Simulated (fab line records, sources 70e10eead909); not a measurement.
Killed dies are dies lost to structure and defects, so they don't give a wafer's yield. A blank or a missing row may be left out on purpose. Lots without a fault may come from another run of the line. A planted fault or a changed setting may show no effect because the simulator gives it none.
fab line records | flow nand_harc
record lots=6 wafers=18 last_day=24
route steps=1159 shown P_GATE@124 END@1159
lots that met no fault: from a run of the same line without faults
start_h: hours from the record's first day to the start of the lot's first wafer shown | wait_h: hours since the lot's step before | " the same as in the row above | L1.1+2: a row that stands for several wafers | - no value, or no start given | * or withheld: withheld | < > ~ a bound
route shown NAME@n: a module of which the file shows steps, and the number in the route of the first | usual: mean/standard deviation of fault-free wafers | same: alike in all rows | chamber/n: place in a boat | sites: the reading at each site | _std_site: their standard deviation | _edge_site: outer sites' mean less inner sites' | radius_mm: how far each site lies from the wafer's centre | mask NAME#n: copy n | behind: the tool/chamber that last shaped the wafer | hold: why the lot was held/for how many hours/how that ended | device: the transistor (n, p or np) that didn't switch | end of line: the same wafers' tests at the end of the route | a step without rows: its recipe alone | killed: dies lost to structure and defects at the first sort, not the wafer's yield | map: a wafer's dies, x killed, . not, _ none there
set.NAME: the setting as run; set.NAME@STEP: as run at that earlier step | model.NAME: the simulator's own value behind a step, which no gauge read
lots at some steps of the route; a table a step, a row a wafer
services: from which hour (start_h, from the record's first day; less than 0 if before it) a tool's chamber was out of use, for how many hours, and why
## steps
# step NHARC_P_GATE_DESCUM_13
# recipe time_s=3 o2_flow_sccm=200 ar_flow_sccm=0 bias_power_w=0 chemistry=O2
# usual drypump_motor_current_A=5.73/0.26 oes_product_au=1.001/0.0069 rf_vpp_V=57.9/0.9 showerhead_plenum_p_Torr=1.94/0.088 throttle_valve_pct=11.313/0.0083
# same bias_power_w=0
# columns lot.wafer tool chamber start_h wait_h drypump_motor_current_A oes_product_au rf_hours_counter_h rf_vpp_V showerhead_plenum_p_Torr throttle_valve_pct
L981.3 rie_diel-01 0 73.02 - 6.18 0.994 18 56.9 1.97 11.315
L981.2 " 1 " " 5.88 0.994 18 57.6 2.02 11.316
L981.5 " 3 " " 5.67 0.995 - 56.8 1.78 11.307
L988.4 rie_diel-07 1 117.40 - 5.62 1.007 18 58.3 1.94 11.325
L988.3 " 2 " " 5.61 0.997 19 59.0 1.99 11.317
L988.5 " 3 " " 5.46 1.017 - 58.6 1.94 11.296
L995.2 rie_diel-01 1 158.42 - 5.82 1.005 3 57.4 2.01 11.304
L995.6 " 3 " " 5.69 1.000 - 58.2 1.78 11.318
L995.5 " 0 " " 6.18 1.008 - 57.1 1.96 11.309
L997.2 rie_diel-07 2 168.29 - 5.61 1.004 43 57.0 1.98 11.321
L997.6 " 2 " " 5.61 1.004 - 58.3 1.98 11.298
L997.5 " 3 " " 5.47 1.003 - 59.4 1.93 11.307
L101.2 rie_diel-07 2 195.57 - 5.63 1.006 54 56.4 1.98 11.316
L101.1 " 3 " " 5.46 1.015 53 58.9 1.93 11.313
L101.5 " 3 " " 5.47 1.014 - 58.2 1.93 11.333
L103.2 rie_diel-01 0 207.91 - 6.17 0.998 16 58.9 1.96 11.317
L103.6 " 2 " " 5.72 0.996 - 57.1 2.01 11.319
L103.5 " 3 " " 5.68 0.994 - 57.4 1.77 11.304
# step NHARC_P_GATE_ETCH_14
# recipe target_depth_a=488 chemistry=dHF material=SiO2
# step NHARC_P_GATE_STRIP_15
# recipe time_s=780 temp_c=130 chemistry=SPM
# step NHARC_P_GATE_PRECLEAN_71
# recipe time_s=* temp_c=50 bath_age_min=0 chemistry=SC1
# step NHARC_P_GATE_SRD_72
# step NHARC_P_GATE_OXIDE_16
# recipe target_thk_a=30 temp_c=875 ox_time_s=392 material=SiO2
# step NHARC_P_GATE_CVD_17
# recipe target_thk_a=1500 temp_c=620 time_s=900 material=poly-Si
# step NHARC_P_GATE_HM_DEP_102
# recipe target_thk_a=1200 temp_c=400 material=aC
# usual throttle_valve_pct=34.999/0.0099
# columns lot.wafer tool chamber start_h wait_h throttle_valve_pct
L981.2 acl_dep-03 0 85.23 0.5 35.001
L981.3 " 0 " " 35.026
L981.5 " 0 " " 35.009
L988.3 acl_dep-03 0 131.54 2.0 35.008
L988.4 " 0 " " 35.010
L988.5 " 0 " " 34.988
L995.2 acl_dep-03 0 171.73 1.5 35.004
L995.5 " 0 " " 35.004
L995.6 " 0 " " 35.006
L997.2 acl_dep-03 0 184.09 3.8 34.997
L997.5 " 0 " " 34.996
L997.6 " 0 " " 35.003
L101.1 acl_dep-02 0 208.14 0.4 34.999
L101.2 " 0 " " 34.974
L101.5 " 0 " " 34.992
L103.2 acl_dep-02 0 220.48 0.5 34.988
L103.5 " 0 " " 34.995
L103.6 " 0 " " 34.997
# step NHARC_P_GATE_DEP_103
# recipe target_thk_a=300 target_thk_nm=30 temp_c=400 flow_sccm=200 rf_w=350 material=SiON
# usual heater_power_w=763/94
# columns lot.wafer tool chamber start_h wait_h heater_power_w
L981.2 pecvd-04 0 85.79 0.4 734
L981.3 " 2 " " 752
L981.5 " 1 " " 819
L988.3 pecvd-04 1 132.07 0.4 741
L988.4 " 2 " " 834
L988.5 " 1 " " 770
L995.2 pecvd-04 2 172.31 0.5 842
L995.5 " 2 " " 840
L995.6 " 0 " " 791
L997.2 pecvd-02 0 184.71 0.5 829
L997.6 " 1 " " 667
L997.5 " 2 " " 572
L101.1 pecvd-02 1 208.81 0.6 795
L101.2 " 1 " " 790
L101.5 " 1 " " 802
L103.2 pecvd-02 1 221.10 0.5 797
L103.5 " 2 " " 651
L103.6 " 0 " " 907
# step NHARC_P_GATE_DEHYDRATE_18
# recipe temp_c=150 time_s=120
# step NHARC_P_GATE_HMDS_19
# recipe time_s=30
# step NHARC_P_GATE_COAT_20
# recipe spin_rpm=1500 resist_thk_nm=90
# step NHARC_P_GATE_SOFTBAKE_21
# recipe temp_c=105 time_s=55
# usual chill_plate_temp_C=23.01/0.11 heater_power_total_W=188.46/0.13 plate_temp_C=104.97/0.13
# columns lot.wafer tool chamber start_h wait_h chill_plate_temp_C heater_power_total_W plate_temp_C
L981.2 litho_track-04 0 86 - 23.00 188.66 104.88
L981.3 " 0 " " 23.06 188.49 105.11
L981.5 " 0 " " 23.07 188.38 104.91
L988.3 litho_track-01 0 132 - 23.01 188.34 104.84
L988.4 " 0 " " 23.06 188.34 104.71
L988.5 " 0 " " 23.11 188.39 104.74
L995.2 litho_track-01 0 172 - 22.80 189.97 105.64
L995.5 " 0 " " 22.84 190.11 105.70
L995.6 " 0 " " 22.99 190.17 105.70
L997.2 litho_track-01 0 184 - 23.03 190.00 105.54
L997.5 " 0 " " 22.92 190.03 105.71
L997.6 " 0 " " 22.98 189.88 105.80
L101.1 litho_track-06 0 209 - 22.89 188.61 105.02
L101.2 " 0 " " 22.88 188.79 104.96
L101.5 " 0 " " 22.82 188.69 104.88
L103.2 litho_track-04 0 221 - 22.85 188.38 104.78
L103.5 " 0 " " 22.85 188.48 105.02
L103.6 " 0 " " 22.86 188.37 105.14
# step NHARC_P_GATE_EBR_22
# step NHARC_END_SORT_01
# recipe temp_c=25
# usual killed_at_array=26/9.6 killed_at_other=0.7/0.92 killed_at_periphery=3.8/2.7 killed_dies=31/10 killed_open=3.3/1.7 killed_short=1.8/1.3
# same gross_dies=677
# columns lot.wafer tool chamber start_h wait_h killed_at_array killed_at_other killed_at_periphery killed_dies killed_open killed_short
L981.2 prober-01 0 460.45 2.8 12 0 3 15 3 2
L981.3 prober-01 0 461.26 3.1 15 0 4 19 4 2
L981.5 prober-01 0 462.88 3.7 12 0 4 16 4 2
L988.3 prober-02 0 479.32 3.1 27 2 6 35 6 1
L988.4 prober-02 0 480.12 3.4 22 3 5 30 1 5
L988.5 prober-02 0 480.91 3.7 17 2 6 25 2 0
L995.2 prober-02 0 522.86 2.8 32 1 4 37 4 2
L995.5 prober-02 0 525.30 3.8 23 1 2 26 4 1
L995.6 prober-02 0 526.11 4.1 23 0 2 25 2 0
L997.2 prober-02 0 545.51 2.8 13 0 5 18 2 1
L997.5 prober-02 0 547.85 3.6 18 0 4 22 5 3
L997.6 prober-02 0 548.63 3.9 7 0 5 12 4 0
L103.2 prober-01 0 553.31 2.8 18 0 4 22 0 2
L103.5 prober-01 0 555.73 3.7 26 0 5 31 4 4
L103.6 prober-01 0 556.53 4.0 22 1 5 28 2 1
L101.1 prober-01 0 560.88 2.5 49 0 1 50 3 2
L101.2 prober-01 0 561.68 2.8 53 0 5 58 5 4
L101.5 prober-01 0 564.09 3.7 34 0 3 37 2 4
# killed by level:class
L981.2 A_STAIRCASE:chamber_film_flake=4 A_CONTACT:geometric_particle:open=2 A_CHANNEL_HOLE_D1:chamber_film_flake=2 A_CONTACT:chamber_film_flake=2 P_CONTACT:geometric_particle:open=1 A_BLC:geometric_particle:short=1 A_M1:geometric_particle:short=1 P_STI:chamber_film_flake=1
L981.3 A_STAIRCASE:chamber_film_flake=4 A_CONTACT:chamber_film_flake=4 A_CHANNEL_FILL_D1:chamber_film_flake=2 P_GATE:geometric_particle:open=1 A_SOURCE_PLATE:geometric_particle:open=1 A_ONON_D1:geometric_particle:short=1 A_CHANNEL_HOLE_D1:geometric_particle:open=1 A_CHANNEL_FILL_D1:geometric_particle:short=1
L981.5 A_STAIRCASE:chamber_film_flake=4 A_CONTACT:chamber_film_flake=3 P_CONTACT:geometric_particle:open=2 A_CHANNEL_FILL_D1:geometric_particle:short=2 A_BLC:geometric_particle:open=1 A_M0:geometric_particle:open=1 P_STI:chamber_film_flake=1 P_M0:chamber_film_flake=1
L988.3 A_SGD_CUT:chamber_film_flake=9 A_CHANNEL_HOLE_D1:chamber_film_flake=5 A_SLIT:chamber_film_flake=5 P_GATE:chamber_film_flake=2 P_BONDPAD:chamber_film_flake=2 A_STAIRCASE:chamber_film_flake=2 THIN_TSV:chamber_film_flake=2 P_CONTACT:geometric_particle:open=1
L988.4 A_SLIT:chamber_film_flake=7 A_SGD_CUT:chamber_film_flake=5 P_GATE:chamber_film_flake=3 THIN_TSV:chamber_film_flake=3 A_SGD_CUT:geometric_particle:short=2 A_CHANNEL_HOLE_D1:chamber_film_flake=2 A_CONTACT:chamber_film_flake=2 P_GATE:geometric_particle:short=1
L988.5 A_SGD_CUT:chamber_film_flake=5 A_SLIT:chamber_film_flake=5 P_BONDPAD:chamber_film_flake=3 A_CHANNEL_HOLE_D1:chamber_film_flake=3 P_GATE:chamber_film_flake=2 A_CONTACT:chamber_film_flake=2 THIN_TSV:chamber_film_flake=2 P_M0:geometric_particle:open=1
L995.2 A_CHANNEL_HOLE_D1:chamber_film_flake=13 A_CHANNEL_FILL_D1:chamber_film_flake=4 A_STAIRCASE:chamber_film_flake=4 A_CONTACT:chamber_film_flake=3 P_BONDPAD:chamber_film_flake=2 A_BONDPAD:chamber_film_flake=2 P_GATE:geometric_particle:open=1 P_M0:geometric_particle:open=1
L995.5 A_CHANNEL_HOLE_D1:chamber_film_flake=8 A_CONTACT:chamber_film_flake=5 A_CHANNEL_FILL_D1:chamber_film_flake=3 A_STAIRCASE:chamber_film_flake=3 P_GATE:geometric_particle:open=1 P_M0:geometric_particle:open=1 A_CONTACT:geometric_particle:open=1 A_BLC:geometric_particle:short=1
L995.6 A_CHANNEL_HOLE_D1:chamber_film_flake=8 A_CHANNEL_FILL_D1:chamber_film_flake=4 A_STAIRCASE:chamber_film_flake=4 A_CONTACT:chamber_film_flake=4 A_BONDPAD:chamber_film_flake=2 P_GATE:geometric_particle:open=1 P_CONTACT:geometric_particle:open=1 A_ZERO_WELL:chamber_film_flake=1
L997.2 A_CHANNEL_HOLE_D1:chamber_film_flake=5 P_ZERO_WELL:chamber_film_flake=4 A_STAIRCASE:chamber_film_flake=4 A_CHANNEL_FILL_D1:chamber_film_flake=2 P_M0:geometric_particle:open=1 A_ONON_D1:geometric_particle:open=1 A_CONTACT:geometric_particle:short=1
L997.5 A_STAIRCASE:chamber_film_flake=4 A_CONTACT:chamber_film_flake=4 A_CHANNEL_HOLE_D1:chamber_film_flake=3 A_ONON_D1:geometric_particle:short=2 P_ZERO_WELL:chamber_film_flake=2 P_M0:geometric_particle:open=1 A_ONON_D1:geometric_particle:open=1 A_CHANNEL_FILL_D1:geometric_particle:open=1
L997.6 P_ZERO_WELL:chamber_film_flake=2 A_CHANNEL_HOLE_D1:chamber_film_flake=2 A_STAIRCASE:chamber_film_flake=2 P_M0:geometric_particle:open=1 P_M2:geometric_particle:open=1 A_WL_FILL:geometric_particle:open=1 A_BLC:geometric_particle:open=1 P_GATE:chamber_film_flake=1
L103.2 A_SLIT:chamber_film_flake=10 A_CHANNEL_HOLE_D1:chamber_film_flake=4 P_GATE:chamber_film_flake=2 P_M1:geometric_particle:short=1 A_WL_FILL:geometric_particle:short=1 P_STI:chamber_film_flake=1 A_ZERO_WELL:chamber_film_flake=1 A_STAIRCASE:chamber_film_flake=1
L103.5 A_SLIT:chamber_film_flake=11 A_CHANNEL_HOLE_D1:chamber_film_flake=3 A_WL_FILL:chamber_film_flake=3 A_CONTACT:chamber_film_flake=3 A_CONTACT:geometric_particle:short=2 A_STAIRCASE:chamber_film_flake=2 P_GATE:geometric_particle:open=1 P_CONTACT:geometric_particle:short=1
L103.6 A_SLIT:chamber_film_flake=10 A_CHANNEL_HOLE_D1:chamber_film_flake=5 P_GATE:chamber_film_flake=3 A_STAIRCASE:chamber_film_flake=2 A_CONTACT:chamber_film_flake=2 P_CONTACT:geometric_particle:open=1 A_ONON_D1:geometric_particle:open=1 A_WL_FILL:geometric_particle:short=1
L101.1 A_CHANNEL_HOLE_D1:chamber_film_flake=24 A_SLIT:chamber_film_flake=10 A_STAIRCASE:chamber_film_flake=5 A_CONTACT:chamber_film_flake=5 A_SOURCE_PLATE:geometric_particle:short=1 A_ONON_D1:geometric_particle:short=1 A_CHANNEL_FILL_D1:geometric_particle:open=1 A_CONTACT:geometric_particle:open=1
L101.2 A_CHANNEL_HOLE_D1:chamber_film_flake=22 A_SLIT:chamber_film_flake=12 A_CONTACT:chamber_film_flake=5 A_M0:geometric_particle:open=4 A_ONON_D1:geometric_particle:short=3 P_STI:chamber_film_flake=3 A_STAIRCASE:chamber_film_flake=3 A_ZERO_WELL:chamber_film_flake=2
L101.5 A_CHANNEL_HOLE_D1:chamber_film_flake=16 A_SLIT:chamber_film_flake=10 A_STAIRCASE:chamber_film_flake=2 A_CONTACT:chamber_film_flake=2 P_M0:geometric_particle:short=1 P_M1:geometric_particle:short=1 A_ONON_D1:geometric_particle:open=1 A_WL_FILL:geometric_particle:short=1
## services
# columns tool chamber start_h hours kind
pecvd-02 1 49.34 5.4 repair
rie_diel-07 2 51.29 4.8 repair
rie_diel-07 - 51.36 9.0 pm
rie_diel-07 0 51.36 9.0 vent_cycle
rie_diel-07 1 51.36 9.0 vent_cycle
rie_diel-07 3 51.36 9.0 vent_cycle
litho_track-01 - 93.00 7.0 pm
acl_dep-02 - 96.54 2.6 repair
pecvd-02 1 114.43 6.6 repair
litho_track-06 - 117.00 7.0 pm
pecvd-04 0 122.80 13.0 repair
pecvd-02 2 128.28 6.7 repair
rie_diel-07 1 129.31 103.2 repair
rie_diel-01 - 137.80 9.0 pm
litho_track-04 - 141.00 7.0 pm
pecvd-02 - 153.00 13.0 pm
pecvd-04 1 163.66 5.9 repair
acl_dep-02 - 169.63 13.0 pm
pecvd-02 - 186.64 0.7 repair
rie_diel-01 3 191.09 14.9 repair
pecvd-04 - 195.22 13.0 pm
rie_diel-07 - 196.24 11.1 repair
pecvd-02 2 207.89 5.6 repair
rie_diel-07 3 217.21 9.3 repair
## key
first_sign step=NHARC_P_GATE_SOFTBAKE_21 reading=heater_power_total_W direction=up sigmas=12 usual=* struck=*
effect step=NHARC_P_GATE_SOFTBAKE_21 reading=plate_temp_C direction=up sigmas=5.6 usual=* struck=*
met_at NHARC_P_GATE_SOFTBAKE_21
struck_wafers L995.2,L995.5,L995.6,L997.2,L997.5,L997.6
tester_left_out L995,L997
onset_between 132 172
fault kind=process_parameter_drift tool=litho_track-01 chamber=- onset_h=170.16 steps=NHARC_P_GATE_SOFTBAKE_21 channel=temp_c offset=* shape=step end_h=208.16 acts_in=* stated=*
# tester_left_out: of these lots the tester's yield and bins aren't shown, on N5 and GAA mostly nor the transistor test; their killed dies are dies lost to structure and defects alone, not to doping, threshold or leakage, so they don't give the yield
